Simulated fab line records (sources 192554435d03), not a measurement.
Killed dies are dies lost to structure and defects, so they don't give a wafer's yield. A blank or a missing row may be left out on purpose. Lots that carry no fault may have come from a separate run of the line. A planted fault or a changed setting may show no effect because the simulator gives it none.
Chamber matching / flow n5-finfet / rie-diel-04 running N5_BEOL_M9_ETCH_65: 4 sister chambers
The step etches SiARC in CF4, target depth 15.6 nm, time 26 s. 4 wafers are shown with their chamber, then 7 later ones without.

== EACH WAFER AND ITS CHAMBER ==
wafer=L078.5; chamber=2; drypump-motor-current-A (A)=6.2
wafer=L083.5; chamber=3; drypump-motor-current-A (A)=6.2
wafer=L081.1; chamber=1; drypump-motor-current-A (A)=5.1
wafer=L081.4; chamber=0; drypump-motor-current-A (A)=4.8

== WAFERS MISSING THEIR CHAMBER ==
wafer=L081.5; drypump-motor-current-A (A)=6.2
wafer=L089.2; drypump-motor-current-A (A)=6.2
wafer=L089.5; drypump-motor-current-A (A)=6.2
wafer=L089.6; drypump-motor-current-A (A)=4.8
wafer=L092.1; drypump-motor-current-A (A)=5.2
wafer=L092.4; drypump-motor-current-A (A)=6.2
wafer=L092.6; drypump-motor-current-A (A)=4.8

== WHICH CHAMBER EACH ONE RAN IN ==
wafer=L081.5; from the rows above=can't be placed: 2 or 3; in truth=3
wafer=L089.2; from the rows above=can't be placed: 2 or 3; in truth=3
wafer=L089.5; from the rows above=can't be placed: 2 or 3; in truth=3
wafer=L089.6; from the rows above=0; in truth=0
wafer=L092.1; from the rows above=1; in truth=1
wafer=L092.4; from the rows above=can't be placed: 2 or 3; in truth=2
wafer=L092.6; from the rows above=0; in truth=0
Correctly placed: 3 of 7. Not placeable from these rows: 4 (in 4, the candidates include the true chamber). Number placed wrongly: 0.
How it was worked out, from the rows above alone: a wafer's distance from a chamber is the root of the sum, over the readings, of the square of ((its reading less the chamber's mean) divided by the reading's scatter). If the next closest chamber is less than 2 further off than the closest, the wafer can't be placed; otherwise it belongs to the closest. For every chamber, the mean is computed from those of its wafers that are shown. The scatter (one wafer shown for each chamber): square how far every hidden wafer sits from the nearest shown wafer, average those squares and take the square root.
